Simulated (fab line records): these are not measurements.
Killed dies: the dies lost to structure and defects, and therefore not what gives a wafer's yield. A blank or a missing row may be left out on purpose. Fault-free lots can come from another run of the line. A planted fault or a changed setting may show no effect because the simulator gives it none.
One fault through the eyes of 2 desks	flow n5 finfet	each desk holds nothing but its own numbers, with what lay behind them at the end

TOOL OWNER'S DESK, ald sin-04
The tool's own readings at N5_SD_EPI_N_LINER_46 (material SiNx, target thk 3 nm): means of the sampled wafers that have a number, for each lot that ran on this tool. A lot is out of limits, marked OUT, if its mean lies more than 4 standard deviations from the usual mean; the brackets give that distance.
Columns: A = heater power outer w at N5_SD_EPI_N_LINER_46, usual 507 W; B = heater power w at N5_SD_EPI_N_LINER_46, usual 830 W
lot	first seen here	A	B
L313	day 3 17:32	542	881
L315	day 4 05:43	527	883
L324	day 6 11:57	505	856
Finding of this desk: none of the 3 lots has anything out of limits.

FROM THE METROLOGY DESK
What the gauges read for every lot (on any tool): the sampled wafers with a number, averaged. A lot is out of limits, marked OUT, if its mean lies more than 4 standard deviations from the usual mean; the brackets give that distance. Shown here are 7 of its 11 readings, the ones lying furthest out on some lot.
Columns: A = DIBL_N at N5_BEOL_M4_RC_MEAS_101, usual 36.7 mV/V; B = DIBL_P at N5_BEOL_M4_RC_MEAS_101, usual 37.4 mV/V; C = IOFF_P at N5_BEOL_M4_RC_MEAS_101, usual 0.23 nA/um; D = ION_P at N5_BEOL_M4_RC_MEAS_101, usual 467 uA/um; E = REXT_P at N5_BEOL_M4_RC_MEAS_101, usual 100.3 ohm.um; F = SS_N at N5_BEOL_M4_RC_MEAS_101, usual 71.7 mV/dec; G = SS_P at N5_BEOL_M4_RC_MEAS_101, usual 73.5 mV/dec
lot	first seen here	A	B	C	D	E	F	G
L313	day 8 05:15	39.1	39.1	0.23	465	101.5	72.1	73.8
L312	day 8 08:13	36.8	36.5	0.21	472	100.3	71.4	73.2
L314	day 8 13:13	39.5	40.8	0.30	469	100.7	72.6	74.4
L315	day 8 22:30	35.2	33.9	0.16	452	103.6	71.3	72.4
L316	day 9 03:58	37.2	39.3	0.25	473	100.6	71.9	74.2
L317	day 9 09:02	36.6	36.6	0.25	470	98.8	71.7	73.3
L324	day 11 04:23	39.3	39.9	0.27	462	103.0	72.6	74.3
L327	day 11 19:21	37.5	38.6	0.24	463	102.9	71.6	73.3
L329	day 12 02:56	36.7	36.3	0.22	470	97.3	71.9	73.5
L334	day 13 12:54	37.3	38.7	0.22	465	99.2	71.9	73.4
Finding of this desk: none of the 10 lots has anything out of limits.

BROUGHT TOGETHER
Nothing out of limits was seen by the tool owner's desk.
From the metrology desk's view, nothing was out of limits.

WHAT THE SIMULATOR HAD INSERTED
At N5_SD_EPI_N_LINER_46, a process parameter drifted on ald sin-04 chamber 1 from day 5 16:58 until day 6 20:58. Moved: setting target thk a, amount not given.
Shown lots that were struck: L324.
